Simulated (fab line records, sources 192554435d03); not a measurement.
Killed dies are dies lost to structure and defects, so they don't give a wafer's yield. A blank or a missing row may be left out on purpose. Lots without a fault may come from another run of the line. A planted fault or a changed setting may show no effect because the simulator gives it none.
A struck lot beside a sound one | flow n5_finfet | 25 steps out of a route of 1938
Sound: wafers L464.2, L464.3, L464.5. Struck: wafers L471.4, L471.5, L471.6. The cause comes at the end.
At each step with rows: each side's tool, then ch and its chambers, then its first start. Under that, the readings that differ: sound wafers | struck wafers | difference of the means | sigmas: that difference in standard deviations of wafers without a fault.
alike: readings whose means differ by less than 2 such deviations, and words and numbers that are the same on both sides. not compared: withheld readings, readings that some wafer has no value for, bounds like >300 that may hide the same value, and numbers for which the record gives no deviation and whose values overlap.
The two part at a step that has a row with sigmas, a row that says differs or no value, or rows on one side only. Numbers that don't overlap but have no deviation are shown without sigmas and don't part them. A reading that every wafer of one side lacks parts them only if that side has two wafers or more.

first, 9 steps without rows for these wafers: N5_BEOL_M4_ANNEAL_95 (time 240 s); N5_BEOL_M4_SPUTTER_96 (material Cu, target thk 4.5 nm, time 8.29 s); N5_BEOL_M4_ECD_50 (material Cu, target thk 300 nm); N5_BEOL_M4_ANNEAL_51 (time 90 s); N5_BEOL_M4_CMP_52 (polishes, stops on SiOC, t overpolish 6.8 s, target thk 40 nm); N5_BEOL_M4_PRE_CLEAN_60 (time 15 s); N5_BEOL_M4_CO_CAP_55 (material Co, precursor CCTBA/H2, target thk 2 nm, time 102.1 s); N5_BEOL_M4_PRE_CLEAN_56 (time 15 s); N5_BEOL_M4_DEP_57 (deposits SiCN from 3MS/NH3, target thk 8 nm, time 14 s).
N5_BEOL_M4_RC_MEAS_101:
  sound on prober-01 ch 0, day 8 07:33; struck on prober-02 ch 0, day 10 08:14
  alike: DIBL_N, DIBL_P, IOFF_N, IOFF_P, ION_N, ION_P, SS_N, SS_P, VT_N, VT_P
then, 10 steps without rows for these wafers: N5_BEOL_M5_ILD_DEP_00 (deposits SiCOH lowk from DEMS/porogen, target thk 140.64 nm, time 25.9 s); N5_BEOL_M5_CURE_79 (cures SiCOH lowk, time 240 s); N5_BEOL_M5_PECVD_70 (deposits SiO2 from TEOS/O2, target thk 16 nm, time 18 s); N5_BEOL_M5_HM_DEP_02 (deposits TiN, target thk 20 nm); N5_BEOL_M5_COAT_59 (time 60 s, resist thk 60 nm); N5_BEOL_M5_COAT_60 (time 60 s, resist thk 12 nm); N5_BEOL_M5_COAT_71 (time 60 s, resist thk 5 nm); N5_BEOL_M5_COAT_05 (resist thk 30 nm); N5_BEOL_M5_EBR_07; N5_BEOL_M5_SOFTBAKE_06 (time 60 s).
N5_BEOL_M5_EXPOSE_08: exposes mask M5, target cd 28 nm.
  sound on euv_scanner-02 ch 0, day 8 10:13; struck on euv_scanner-02 ch 0, day 10 09:44
  reading                         | sound          | struck         | difference | sigmas
  model.BEOL_M5.overlay_x_nm (nm) | -0.2 -0.2 -0.2 | 11.8 11.8 11.8 | +12.0      |
  alike: mask, exposure_dose_mJ_cm2
then, 2 steps without rows for these wafers: N5_BEOL_M5_PEB_09 (peb time 60 s); N5_BEOL_M5_DEVELOP_10 (develop time 30 s).
N5_BEOL_M5_OVL_MEAS_12:
  sound on overlay-02 ch 0, day 8 10:23; struck on overlay-02 ch 0, day 10 09:53
  reading     | sound          | struck         | difference | sigmas
  M5_OVL (nm) | -0.3 -0.4 -1.0 | 11.7 12.6 11.2 | +12.4      | +18
-- the record jumps here: 4 days lie between the struck wafers' starts before and after (it left off in module BEOL_M5 and takes up again in module PASSIVATION, whose first step shown is number 1936 of the route) --
N5_PASSIVATION_PROBE_49:
  the record has rows for the struck wafers here (prober-01, day 14 19:26) and none for the sound ones

WHERE THEY PART
First at N5_BEOL_M5_OVL_MEAS_12; last, within this record, at N5_PASSIVATION_PROBE_49.

WHY: what the simulator had put in
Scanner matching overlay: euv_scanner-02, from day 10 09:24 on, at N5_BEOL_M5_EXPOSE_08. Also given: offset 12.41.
